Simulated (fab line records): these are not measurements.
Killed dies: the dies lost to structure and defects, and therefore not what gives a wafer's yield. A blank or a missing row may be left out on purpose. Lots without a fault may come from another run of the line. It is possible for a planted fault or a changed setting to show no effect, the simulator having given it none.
Which of the tools did it? | flow nand harc | 24 lots, 72 wafers sampled, at 1 step of a route of 1159

## WHAT EACH GAUGE READ, for each wafer
NHARC_A_CHANNEL_HOLE_D1_OVL_MEAS_11.
lot  | measured     | on         | overlay x nm (nm) | overlay y nm (nm)
L075 | day 8 03:21  | overlay-02 | 1.3 0.5 0.7       | 0.4 0.3 0.1
L074 | day 8 03:38  | overlay-02 | 0.3 0.5 0.2       | 0.4 0.5 -0.4
L076 | day 8 20:58  | overlay-01 | 1.1 0.7 1.2       | 0.0 0.7 0.3
L077 | day 8 21:24  | overlay-02 | 1.0 1.0 1.0       | -1.0 -0.8 -0.4
L079 | day 9 10:07  | overlay-01 | 0.0 0.6 0.6       | 0.2 0.5 0.2
L078 | day 9 10:56  | overlay-01 | 0.8 0.9 0.7       | 1.1 0.5 0.8
L081 | day 9 15:52  | overlay-02 | 0.2 0.1 -0.1      | -0.3 -0.1 -0.5
L080 | day 9 16:16  | overlay-02 | 0.9 0.2 0.0       | -1.1 -0.6 -0.4
L083 | day 10 09:26 | overlay-02 | -0.7 -0.9 -0.1    | 0.3 -0.2 0.3
L082 | day 10 10:41 | overlay-01 | -1.2 -1.0 -0.7    | 1.5 0.8 1.1
L084 | day 11 04:22 | overlay-01 | 0.4 1.1 0.6       | -0.3 0.4 -0.3
L085 | day 11 10:24 | overlay-01 | -0.4 -0.1 -0.6    | 1.2 1.6 0.9
L086 | day 11 10:43 | overlay-02 | 0.0 -0.3 0.0      | 0.1 0.1 -0.2
L088 | day 11 19:29 | overlay-01 | 1.0 1.1 0.8       | 0.1 0.3 0.6
L087 | day 11 19:56 | overlay-02 | 0.2 -0.1 0.6      | -0.1 0.5 0.1
L090 | day 12 08:08 | overlay-02 | 0.0 0.0 0.3       | 0.5 0.3 0.3
L089 | day 12 08:20 | overlay-02 | 0.1 0.7 0.6       | 0.4 0.0 -0.4
L091 | day 12 12:53 | overlay-02 | 1.8 0.9 1.0       | -0.2 0.0 0.5
L092 | day 12 13:10 | overlay-01 | 0.0 0.1 0.4       | 0.5 0.3 0.6
L093 | day 12 21:34 | overlay-01 | -0.8 0.1 -0.2     | -0.8 -0.4 -0.9
L094 | day 13 06:10 | overlay-02 | -0.1 -0.5 0.6     | 0.8 0.9 0.8
L096 | day 13 16:46 | overlay-02 | -1.4 -1.5 -1.7    | -0.7 -0.8 -0.8
L095 | day 13 17:32 | overlay-02 | -1.1 -0.8 -0.5    | 0.5 0.4 0.8
L097 | day 14 01:05 | overlay-02 | 0.1 -0.3 -0.8     | 0.2 0.7 0.0

## EACH LOT AND THE TOOL THAT RAN IT (in order: tool; ch and the chambers of the sampled wafers; start)
No process step before these readings appears in the record.

## WHAT THE TOOLS THEMSELVES READ (means of the sampled wafers that have a number; where no wafer has one, the mark that the record gives instead)
The record holds no such reading with a usual standard deviation.

## THE ANSWER, worked out from the rows above alone
Rule: usual is defined by the lots themselves. Put in order of their means at a reading, lots are off if they are a third of the lots or fewer, leave a main group of 4 or more, and stand apart from it by a gap of 3 or more times the standard deviation of the main group's means; of several such gaps the widest counts. If all means in a main group match to the digits the tables above print for the reading, that group is not used. A lot without any number at a reading at which 4 lots or more have one is off too. The other lots that the step has rows for count as sound. After the gauges, taken in route order, come the tools' own readings; for these a lot's mean is taken, as printed above. The first step at which some lot is off is used, and at that step the reading that is off furthest; a lot without a number counts as furthest.
None of the lots is off at any reading shown; this tells nothing.

## WHAT HAD BEEN PUT IN BY THE SIMULATOR
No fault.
